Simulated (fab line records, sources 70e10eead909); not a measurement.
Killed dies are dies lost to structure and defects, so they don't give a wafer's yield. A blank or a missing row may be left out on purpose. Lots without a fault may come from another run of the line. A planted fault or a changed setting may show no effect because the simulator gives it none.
Chamber matching | flow nand_harc | NHARC_A_BONDPAD_DEP_00 on pecvd-04: 3 sister chambers
The step deposits SiCN, target thk 250 nm. 3 wafers are shown with their chamber, then 10 later ones without.

WAFERS WITH THEIR CHAMBER
wafer  | chamber | heater_power_w (W)
L087.2 | 2       | 664
L089.1 | 0       | 552
L089.4 | 1       | 613

WAFERS WITHOUT THEIR CHAMBER
wafer  | heater_power_w (W)
L089.5 | 715
L091.1 | 501
L091.5 | 529
L091.6 | 606
L095.2 | 633
L095.3 | 623
L095.6 | 629
L094.1 | 666
L094.2 | 556
L094.6 | 573

WHICH CHAMBER EACH WENT THROUGH
wafer  | from the rows above          | in truth
L089.5 | can't be placed: 2 or 1      | 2
L091.1 | 0                            | 0
L091.5 | 0                            | 0
L091.6 | can't be placed: 1 or 0 or 2 | 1
L095.2 | can't be placed: 1 or 2      | 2
L095.3 | can't be placed: 1 or 2      | 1
L095.6 | can't be placed: 1 or 2      | 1
L094.1 | can't be placed: 2 or 1      | 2
L094.2 | 0                            | 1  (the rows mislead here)
L094.6 | can't be placed: 0 or 1      | 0
Placed correctly: 2 of 10. Can't be placed from these rows: 7 (the true chamber is among the candidates in 7). Placed wrongly: 1.
How it was worked out, from the rows above alone: a wafer's distance from a chamber is the root of the sum, over the readings, of the square of ((its reading less the chamber's mean) divided by the reading's scatter). The wafer belongs to the nearest chamber; if the next one is less than 2 further off, it can't be placed. A chamber's mean is the mean of its shown wafers. The scatter: with one shown wafer a chamber, the root of the mean of the squares of how far each hidden wafer lies from its nearest shown one.
